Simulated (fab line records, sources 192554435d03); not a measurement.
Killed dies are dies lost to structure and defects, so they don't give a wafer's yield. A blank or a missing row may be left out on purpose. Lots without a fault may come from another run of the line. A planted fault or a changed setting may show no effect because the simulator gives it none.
fab line records | flow n5_finfet
record lots=9 wafers=27 last_day=18
route steps=1938 shown BEOL_M15@1789 PASSIVATION@1936
lots that met no fault: from a run of the same line without faults
start_h: hours from the record's first day to the start of the lot's first wafer shown | wait_h: hours since the lot's step before | " the same as in the row above | L1.1+2: a row that stands for several wafers | - no value, or no start given | * or withheld: withheld | < > ~ a bound
route shown NAME@n: a module of which the file shows steps, and the number in the route of the first | usual: mean/standard deviation of fault-free wafers | same: alike in all rows | chamber/n: place in a boat | sites: the reading at each site | _std_site: their standard deviation | _edge_site: outer sites' mean less inner sites' | radius_mm: how far each site lies from the wafer's centre | mask NAME#n: copy n | behind: the tool/chamber that last shaped the wafer | hold: why the lot was held/for how many hours/how that ended | device: the transistor (n, p or np) that didn't switch | end of line: the same wafers' tests at the end of the route | a step without rows: its recipe alone | killed: dies lost to structure and defects at the first sort, not the wafer's yield | map: a wafer's dies, x killed, . not, _ none there
set.NAME: the setting as run; set.NAME@STEP: as run at that earlier step | model.NAME: the simulator's own value behind a step, which no gauge read
steps of the route over a sample of lots; a table a step, a row a wafer
services: from which hour (start_h, from the record's first day; less than 0 if before it) a tool's chamber was out of use, for how many hours, and why
## steps
# step N5_BEOL_M15_STRIP_63
# recipe chemistry=O2 power_w=600 temp_c=60 pressure_mtorr=30 rf_frequency_hz=6e+07 bias_power_w=0 overash_fraction=0.3 o2_flow_sccm=225
# usual chamber_pressure_mTorr=29.99/0.039 drypump_motor_current_A=5.77/0.27 oes_product_au=0.78/0.075 rf_vpp_V=3.7/0.84 showerhead_plenum_p_Torr=2.11/0.074 throttle_valve_pct=16.63/0.23
# columns lot.wafer tool chamber start_h wait_h chamber_pressure_mTorr drypump_motor_current_A oes_product_au rf_hours_counter_h rf_vpp_V showerhead_plenum_p_Torr throttle_valve_pct
L782.1 rie_diel-03 2 268 - 30.03 5.70 0.86 78 2.7 2.21 16.36
L782.3 " 0 " " 29.96 5.61 0.87 65 3.8 2.15 16.58
L782.5 " 0 " " 30.04 5.59 0.86 - 4.3 2.15 16.61
L783.3 rie_diel-03 2 273 - 30.00 5.71 0.84 81 3.5 2.21 16.35
L783.5 " 2 " " 30.03 5.70 0.84 - 2.5 2.21 16.38
L783.6 " 0 " " 29.95 5.62 0.86 - 4.2 2.15 16.61
L785.3 rie_diel-03 0 277 - 29.96 5.62 0.87 71 2.9 2.15 16.61
L785.5 " 1 " " 29.97 6.38 0.70 - 3.9 2.18 16.49
L785.6 " 0 " " 29.99 5.64 0.86 - 4.3 2.15 16.60
L784.1 rie_diel-03 2 277 - 29.97 5.71 0.84 84 3.5 2.21 16.36
L784.2 " 3 " " 29.91 5.46 0.77 149 4.3 2.01 16.79
L784.6 " 2 " " 29.97 5.71 0.85 - 3.6 2.21 16.36
L786.2 rie_diel-03 2 340 - 29.92 5.72 0.83 103 3.5 2.20 16.39
L786.3 " 1 " " 29.98 6.32 0.69 214 3.2 2.17 16.53
L786.6 " 3 " " 29.98 5.45 0.75 - 2.8 2.01 16.84
L793.1 rie_diel-03 3 361 - 29.94 5.46 0.74 174 5.3 2.00 16.84
L793.2 " 2 " " 30.01 5.72 0.82 108 3.4 2.20 16.41
L793.3 " 0 " " 30.03 5.60 0.83 97 4.3 2.14 16.66
L796.3 rie_diel-05 3 377 - 30.04 5.62 0.82 78 3.4 2.10 16.56
L796.4 " 2 " " 30.03 6.07 0.97 1 3.7 2.22 16.53
L796.6 " 3 " " 29.94 5.62 0.80 - 3.3 2.10 16.56
L798.2 rie_diel-06 1 380 - 30.06 5.40 0.73 204 4.5 2.18 16.88
L798.4 " 2 " " 30.05 5.84 0.71 - 3.6 2.08 16.95
L798.5 " 3 " " 29.97 5.86 0.79 - 4.5 2.01 16.33
L804.2 rie_diel-05 3 414 - 29.94 5.64 0.81 88 4.9 2.10 16.58
L804.3 " 1 " " 29.96 5.90 0.92 23 3.4 2.16 16.67
L804.5 " 1 " " 30.00 5.94 0.92 - 3.0 2.16 16.66
# step N5_BEOL_M15_INSPECT_30
# recipe mode=adi inspect_instrument=macro
# usual raw_defect_count=1.9/1.2
# columns lot.wafer tool chamber start_h wait_h raw_defect_count
L782.1 defect_inspect-01 - 270.29 0.0 2
L782.3 " - " " 2
L782.5 " - " " 4
L783.3 defect_inspect-02 - 274.98 0.0 1
L783.5 " - " " 2
L783.6 " - " " 1
L785.3 defect_inspect-01 - 278.82 0.0 2
L785.5 " - " " 3
L785.6 " - " " 2
L784.1 defect_inspect-01 - 279.37 0.0 1
L784.2 " - " " 2
L784.6 " - " " 0
L786.2 defect_inspect-01 - 342.06 0.0 >300
L786.3 " - " " >300
L786.6 " - " " >300
L793.1 defect_inspect-02 - 362.99 0.0 >300
L793.2 " - " " >300
L793.3 " - " " >300
L796.3 defect_inspect-01 - 378.34 0.0 1
L796.4 " - " " 1
L796.6 " - " " 3
L798.2 defect_inspect-02 - 381.97 0.0 1
L798.4 " - " " 1
L798.5 " - " " 4
L804.2 defect_inspect-02 - 415.64 0.0 3
L804.3 " - " " 2
L804.5 " - " " 4
# step N5_BEOL_M15_STRIP_36
# recipe chemistry=O2 power_w=600 temp_c=60 pressure_mtorr=30 rf_frequency_hz=6e+07 bias_power_w=0 overash_fraction=0.3 o2_flow_sccm=225
# usual chamber_pressure_mTorr=30.00/0.053 drypump_motor_current_A=5.76/0.24 oes_product_au=0.80/0.082 rf_vpp_V=3.8/0.96 showerhead_plenum_p_Torr=2.11/0.067 throttle_valve_pct=16.60/0.27
# columns lot.wafer tool chamber start_h wait_h chamber_pressure_mTorr drypump_motor_current_A oes_product_au rf_hours_counter_h rf_vpp_V showerhead_plenum_p_Torr throttle_valve_pct
L782.1 rie_diel-03 1 273.90 1.1 29.99 6.33 0.71 192 3.1 2.18 16.50
L782.3 " 0 " " 30.02 5.61 0.86 69 4.4 2.15 16.62
L782.5 " 3 " " 29.98 5.45 0.76 - 3.5 2.01 16.80
L783.3 rie_diel-05 3 280.24 0.0 29.97 5.65 0.85 48 4.3 2.11 16.48
L783.5 " 3 " " 30.15 5.64 0.86 - 2.4 2.11 16.52
L783.6 " 0 " " 29.99 5.61 0.90 - 2.5 2.12 16.13
L785.3 rie_diel-03 0 282.63 0.2 29.94 5.60 0.86 74 3.9 2.14 16.58
L785.5 " 3 " " 30.02 5.44 0.78 - 2.9 2.01 16.81
L785.6 " 0 " " 29.96 5.61 0.87 - 2.5 2.14 16.64
L784.1 rie_diel-05 1 282.87 0.2 29.97 5.91 0.68 238 3.8 2.17 17.13
L784.2 " 2 " " 29.96 6.03 0.70 230 3.4 1.97 16.96
L784.6 " 0 " " 29.99 5.64 0.90 - 6.1 2.12 16.13
L786.2 rie_diel-05 0 342.89 0.5 29.95 5.61 0.86 50 4.7 2.12 16.17
L786.3 " 2 " " 30.03 6.05 0.68 247 3.4 1.96 16.98
L786.6 " 0 " " 29.99 5.62 0.86 - 2.6 2.12 16.18
L793.1 rie_diel-05 0 369.28 6.0 29.97 5.61 0.85 59 4.3 2.11 16.17
L793.2 " 1 " " 29.92 5.90 0.94 8 4.0 2.16 16.66
L793.3 " 1 " " 30.01 5.90 0.96 - 1.8 2.16 16.62
L796.3 rie_diel-05 1 382.68 3.8 30.11 5.93 0.96 13 3.3 2.16 16.63
L796.4 " 0 " " 29.94 5.64 0.85 64 3.6 2.11 16.24
L796.6 " 1 " " 29.98 5.95 0.95 - 3.2 2.16 16.67
L798.2 rie_diel-03 0 385.52 3.2 30.03 5.62 0.80 105 2.4 2.13 16.67
L798.4 " 2 " " 29.99 5.74 0.80 117 4.2 2.20 16.38
L798.5 " 0 " " 30.05 5.66 0.81 - 3.6 2.13 16.66
L804.2 rie_diel-05 2 418.15 1.9 29.94 6.11 0.91 14 4.3 2.22 16.54
L804.3 " 1 " " 30.08 5.90 0.90 24 2.7 2.16 16.67
L804.5 " 3 " " 29.95 5.60 0.80 - 4.1 2.10 16.63
# step N5_BEOL_M15_ETCH_38
# recipe chemistry=CF4/N2 target=SiCN target_depth_a=1064 taper_deg=2 time_s=120.5 ion_energy_ev=150 mask_material=SiO2 pressure_mtorr=40 source_w=430 bias_w=70 Ar_flow_sccm=100 cf4_flow_sccm=60 n2_flow_sccm=60
# usual bias_w=70.01/0.21 chamber_pressure_mTorr=40.00/0.037 drypump_motor_current_A=5.76/0.24 oes_product_au=0.79/0.08 rf_vpp_V=382.7/1.7 showerhead_plenum_p_Torr=2.22/0.064 throttle_valve_pct=15.39/0.25
# columns lot.wafer tool chamber start_h wait_h bias_w chamber_pressure_mTorr drypump_motor_current_A oes_product_au rf_hours_counter_h rf_vpp_V showerhead_plenum_p_Torr throttle_valve_pct
L782.1 rie_diel-03 1 - - 69.75 40.00 6.34 0.68 192 385.6 2.28 15.23
L782.3 " 0 " " 70.11 40.02 5.61 0.85 69 381.8 2.24 15.31
L782.5 " 3 " " 69.99 40.03 5.46 0.77 - 379.5 2.13 15.60
L783.3 rie_diel-05 3 - - 70.05 39.97 5.64 0.88 48 382.3 2.24 15.34
L783.5 " 3 " " 70.03 39.90 5.62 0.87 - 382.0 2.24 15.36
L783.6 " 0 " " 69.97 40.07 5.62 0.88 - 383.5 2.25 15.00
L785.3 rie_diel-03 0 - - 70.08 39.98 5.63 0.85 74 384.0 2.24 15.32
L785.5 " 3 " " 69.78 39.99 5.47 0.75 - 378.7 2.13 15.61
L785.6 " 0 " " 70.13 40.09 5.65 0.86 - 385.0 2.24 15.33
L784.1 rie_diel-05 1 - - 69.93 40.05 5.92 0.67 238 383.5 2.27 15.84
L784.2 " 2 " " 70.30 40.00 6.06 0.68 230 381.5 2.10 15.86
L784.6 " 0 " " 70.45 40.02 5.60 0.87 - 383.1 2.25 14.98
L786.2 rie_diel-05 0 - - 69.96 39.95 5.64 0.85 50 383.2 2.25 15.03
L786.3 " 2 " " 70.41 40.01 6.02 0.67 247 379.5 2.09 15.87
L786.6 " 0 " " 70.08 39.99 5.65 0.84 - 382.1 2.25 15.03
L793.1 rie_diel-05 0 - - 70.14 40.01 5.66 0.82 59 382.3 2.24 15.06
L793.2 " 1 " " 69.86 39.95 5.88 0.92 8 383.1 2.26 15.33
L793.3 " 1 " " 69.83 39.98 5.87 0.93 - 385.0 2.26 15.35
L796.3 rie_diel-05 1 - - 70.12 39.96 5.91 0.92 13 384.0 2.26 15.36
L796.4 " 0 " " 70.26 40.01 5.63 0.83 64 384.0 2.24 15.06
L796.6 " 1 " " 70.18 40.01 5.92 0.94 - 383.1 2.26 15.35
L798.2 rie_diel-03 0 - - 70.14 39.99 5.58 0.82 105 382.9 2.23 15.36
L798.4 " 2 " " 69.82 39.99 5.70 0.80 117 385.6 2.32 15.25
L798.5 " 0 " " 70.07 39.93 5.59 0.82 - 383.8 2.23 15.40
L804.2 rie_diel-05 2 - - 70.25 39.97 6.05 0.91 14 385.0 2.35 15.44
L804.3 " 1 " " 70.02 39.95 5.91 0.90 24 384.6 2.26 15.38
L804.5 " 3 " " 69.79 39.96 5.63 0.83 - 383.4 2.22 15.42
# step N5_BEOL_M15_SPUTTER_43
# recipe material=TaN target_thk_a=150 temp_c=50 bias_v=168.6 power_w=15000 chamber_pressure_pa=0.12 time_s=24.19
# usual bias_v=168.6/1.8 cathode_dc_power_W=15000/2.8 susceptor_temp_C=49.99/0.12 throttle_valve_pct=30.0/0.96
# columns lot.wafer tool chamber start_h wait_h bias_v cathode_dc_power_W susceptor_temp_C throttle_valve_pct
L782.1 pvd_sputter-03 - 274.33 0.0 170.3 15002 50.10 29.4
L782.3 " - " " 167.4 14999 49.90 28.3
L782.5 " - " " 166.4 15001 49.88 28.2
L783.3 pvd_sputter-02 - 280.66 0.0 172.1 14999 50.02 31.8
L783.5 " - " " 168.4 15000 49.89 30.4
L783.6 " - " " 169.8 15000 49.86 31.9
L785.3 pvd_sputter-03 - 283.05 0.0 166.8 14995 50.03 28.5
L785.5 " - " " 171.2 15001 49.97 29.7
L785.6 " - " " 173.3 15001 50.02 30.0
L784.1 pvd_sputter-01 - 283.29 0.0 169.6 15002 50.07 30.2
L784.2 " - " " 168.3 15000 49.87 28.9
L784.6 " - " " 167.5 15007 49.93 28.9
L786.2 pvd_sputter-03 - 343.63 0.0 169.6 15002 49.84 29.5
L786.3 " - " " 163.8 14999 49.88 29.6
L786.6 " - " " 165.2 15004 49.92 29.6
L793.1 pvd_sputter-02 - 370.07 0.0 169.3 14999 50.08 30.1
L793.2 " - " " 170.0 14999 50.17 30.7
L793.3 " - " " 168.8 15002 49.80 31.6
L796.3 pvd_sputter-02 - 383.29 0.0 168.5 15003 50.08 30.2
L796.4 " - " " 171.5 15000 50.16 30.5
L796.6 " - " " 168.9 14999 49.87 29.9
L798.2 pvd_sputter-02 - 386.27 0.0 169.5 15003 50.09 30.8
L798.4 " - " " 171.3 15000 49.97 30.3
L798.5 " - " " 168.2 14997 50.02 30.4
L804.2 pvd_sputter-01 - 419.21 0.0 167.1 15002 49.94 31.2
L804.3 " - " " 168.0 15001 49.94 30.1
L804.5 " - " " 169.2 15002 50.07 29.1
# step N5_PASSIVATION_PROBE_49
# usual defect_limited_yield=91.5/1.5 killed_at_M0_to_M3=33/10 killed_at_M4_up=15/6.4 killed_at_contacts=12/5.4 killed_at_front_end=38/9.8 killed_at_other=4/3.1 killed_dies=101/18 killed_open=67/14 killed_short=33/7.9 sort_bin_5_function=5.0/1 sort_bin_6_memory=3.2/0.67 sort_n_pass=1079/18 sort_yield_pct=91.5/1.5
# same gross_dies=1180 killed_at_back_side=0 sort_bin_4_leakage[%]=0 sort_bin_8_speed[%]=0
# columns lot.wafer tool chamber start_h wait_h defect_limited_yield[%] killed_at_M0_to_M3 killed_at_M4_up killed_at_contacts killed_at_front_end killed_at_other killed_dies killed_open killed_short sort_bin_5_function[%] sort_bin_6_memory[%] sort_n_pass sort_yield_pct[%]
L782.1 prober-02 - 295.99 0.0 92.5 28 18 13 26 3 88 48 34 4.6 2.5 1092 92.5
L782.3 prober-02 - 296.09 0.1 90.9 41 16 17 32 1 107 62 41 5.0 3.6 1073 90.9
L782.5 prober-02 - 296.19 0.2 92.5 24 18 3 35 9 89 61 25 4.0 2.9 1091 92.5
L783.3 prober-02 - 298.06 0.1 91.6 30 14 9 45 1 99 64 34 5.3 2.7 1081 91.6
L783.5 prober-02 - 298.16 0.2 92.5 28 8 12 39 1 88 58 29 4.5 2.5 1092 92.5
L783.6 prober-02 - 298.21 0.3 92.4 21 15 7 47 0 90 62 27 5.1 2.5 1090 92.4
L786.2 prober-02 - 361.65 0.1 80.3 42 150 15 25 1 233 52 35 12.3 3.6 947 80.3
L786.3 prober-02 - 361.70 0.1 79.0 44 157 14 32 1 248 62 41 12.5 5.4 932 79.0
L786.6 prober-02 - 361.85 0.3 80.8 51 125 12 37 1 226 78 32 12.5 3.7 954 80.8
L793.1 prober-01 - 390.30 0.0 81.2 27 132 12 47 4 222 57 48 10.9 4.0 958 81.2
L793.2 prober-01 - 390.35 0.1 79.9 37 154 10 31 5 237 63 31 13.1 4.1 943 79.9
L793.3 prober-01 - 390.40 0.1 85.0 21 125 8 20 3 177 48 21 7.7 3.7 1003 85.0
# killed by level:class
L782.1 BEOL_M0_SAQP:geometric_particle:short=14 MOL_CONTACT_COAG:geometric_particle:open=11 BEOL_M4:geometric_particle:open=7 BEOL_M0_SAQP:geometric_particle:open=6 STARTING-WAFER:geometric_particle:short=5 BEOL_M5:geometric_particle:open=5 FIN_SAQP:geometric_particle:open=4 FIN_SAQP:geometric_particle:short=4
L782.3 MOL_CONTACT_COAG:geometric_particle:open=11 BEOL_M0_SAQP:geometric_particle:short=10 BEOL_M0_SAQP:geometric_particle:open=10 FIN_SAQP:geometric_particle:short=8 FIN_SAQP:geometric_particle:open=7 MOL_CONTACT_COAG:geometric_particle:short=6 BEOL_M4:geometric_particle:open=6 BEOL_M1:geometric_particle:open=5
L782.5 FIN_SAQP:geometric_particle:open=9 BEOL_M3:geometric_particle:open=9 BEOL_M4:geometric_particle:open=9 BEOL_M0_SAQP:geometric_particle:open=6 FIN_SAQP:geometric_particle:short=5 BEOL_M0_SAQP:geometric_particle:short=5 STARTING-WAFER:geometric_particle:short=5 DUMMY_GATE:geometric_particle:open=4
L783.3 FIN_SAQP:geometric_particle:open=13 FIN_SAQP:geometric_particle:short=11 BEOL_M0_SAQP:geometric_particle:short=10 MOL_CONTACT_COAG:geometric_particle:open=8 BEOL_M2:geometric_particle:open=8 BEOL_M0_SAQP:geometric_particle:open=7 BEOL_M4:geometric_particle:open=6 STI_FIN_REVEAL:geometric_particle:open=5
L783.5 MOL_CONTACT_COAG:geometric_particle:open=12 BEOL_M0_SAQP:geometric_particle:open=9 BEOL_M0_SAQP:geometric_particle:short=8 FIN_SAQP:geometric_particle:short=7 FIN_SAQP:geometric_particle:open=6 STI_FIN_REVEAL:geometric_particle:open=6 GATE_CUT:geometric_particle:open=6 BEOL_M1:geometric_particle:open=5
L783.6 FIN_SAQP:geometric_particle:open=11 FIN_SAQP:geometric_particle:short=9 BEOL_M4:geometric_particle:open=7 STI_FIN_REVEAL:geometric_particle:open=6 MOL_CONTACT_COAG:geometric_particle:open=5 GATE_CUT:geometric_particle:open=5 BEOL_M2:geometric_particle:open=5 GATE_CUT:geometric_particle:short=4
L786.2 BEOL_M15:unspecified=145 BEOL_M0_SAQP:geometric_particle:short=13 MOL_CONTACT_COAG:geometric_particle:open=12 BEOL_M0_SAQP:geometric_particle:open=11 BEOL_M1:geometric_particle:open=10 ILD0:geometric_particle:short=4 GATE_CUT:geometric_particle:short=4 BEOL_M1:geometric_particle:short=4
L786.3 BEOL_M15:unspecified=144 BEOL_M0_SAQP:geometric_particle:short=12 MOL_CONTACT_COAG:geometric_particle:open=11 STI_FIN_REVEAL:geometric_particle:open=10 BEOL_M1:geometric_particle:open=10 BEOL_M3:geometric_particle:open=6 BEOL_M0_SAQP:geometric_particle:open=5 BEOL_M1:geometric_particle:short=5
L786.6 BEOL_M15:unspecified=115 BEOL_M1:geometric_particle:open=17 STI_FIN_REVEAL:geometric_particle:open=12 MOL_CONTACT_COAG:geometric_particle:open=12 BEOL_M0_SAQP:geometric_particle:short=9 GATE_CUT:geometric_particle:short=6 BEOL_M0_SAQP:geometric_particle:open=6 BEOL_M3:geometric_particle:open=6
L793.1 BEOL_M15:unspecified=117 FIN_SAQP:geometric_particle:short=13 FIN_SAQP:geometric_particle:open=12 BEOL_M0_SAQP:geometric_particle:open=11 MOL_CONTACT_COAG:geometric_particle:open=10 BEOL_M0_SAQP:geometric_particle:short=9 BEOL_M4:geometric_particle:short=9 STI_FIN_REVEAL:geometric_particle:open=6
L793.2 BEOL_M15:unspecified=143 FIN_SAQP:geometric_particle:open=10 BEOL_M2:geometric_particle:open=7 STI_FIN_REVEAL:geometric_particle:open=6 MOL_CONTACT_COAG:geometric_particle:open=6 BEOL_M0_SAQP:geometric_particle:short=5 BEOL_M0_SAQP:geometric_particle:open=5 BEOL_M3:geometric_particle:open=5
L793.3 BEOL_M15:unspecified=108 BEOL_M4:geometric_particle:open=10 BEOL_M0_SAQP:geometric_particle:open=9 MOL_CONTACT_COAG:geometric_particle:open=7 GATE_CUT:geometric_particle:short=5 BEOL_M0_SAQP:geometric_particle:short=5 FIN_SAQP:geometric_particle:short=4 DUMMY_GATE:geometric_particle:open=4
## services
# columns tool chamber start_h hours kind
rie_diel-06 2 252.13 10.8 repair
rie_diel-06 0 256.55 7.3 repair
rie_diel-06 1 257.61 3.4 repair
rie_diel-03 1 264.32 8.9 repair
rie_diel-05 - 264.84 14.6 pm
pvd_sputter-01 - 272.12 7.8 repair
rie_diel-06 3 291.33 1.9 repair
rie_diel-05 1 312.03 4.2 repair
rie_diel-05 1 326.87 - clean
rie_diel-05 1 326.87 - consumable_replace:focus_ring
rie_diel-05 1 326.87 16.5 scheduled_down
rie_diel-05 1 326.87 16.5 vent_cycle
rie_diel-05 - 329.63 7.5 repair
pvd_sputter-01 - 353.12 1.8 repair
rie_diel-05 2 353.78 - clean
rie_diel-05 2 353.78 - consumable_replace:focus_ring
rie_diel-05 2 353.78 - consumable_replace:showerhead
rie_diel-05 2 353.78 19.7 scheduled_down
rie_diel-05 2 353.78 19.7 vent_cycle
rie_diel-05 3 365.69 3.9 repair
rie_diel-06 0 369.06 18.3 repair
rie_diel-06 0 387.43 - clean
pvd_sputter-03 - 400.63 1.9 repair
rie_diel-06 0 414.97 6.0 repair
## key
first_sign step=N5_BEOL_M15_INSPECT_30 reading=raw_defect_count direction=up sigmas=99+ usual=1.9 struck=>300
effect step=N5_PASSIVATION_PROBE_49 reading=killed_at_M4_up direction=up sigmas=20 usual=15 struck=140
more_kills_born_at N5_BEOL_M15_STRIP_63@rie_diel-03=772
met_at N5_BEOL_M15_STRIP_63
struck_lots L786,L793
not_acting_at N5_BEOL_M15_STRIP_36,N5_BEOL_M15_ETCH_38,N5_BEOL_M15_SPUTTER_43
onset_between 277 340
fault kind=chamber_particle_source tool=rie_diel-03 chamber=- onset_h=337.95 steps=N5_BEOL_M15_STRIP_63 rate_per_visit_cm2=1.6178 end_h=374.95
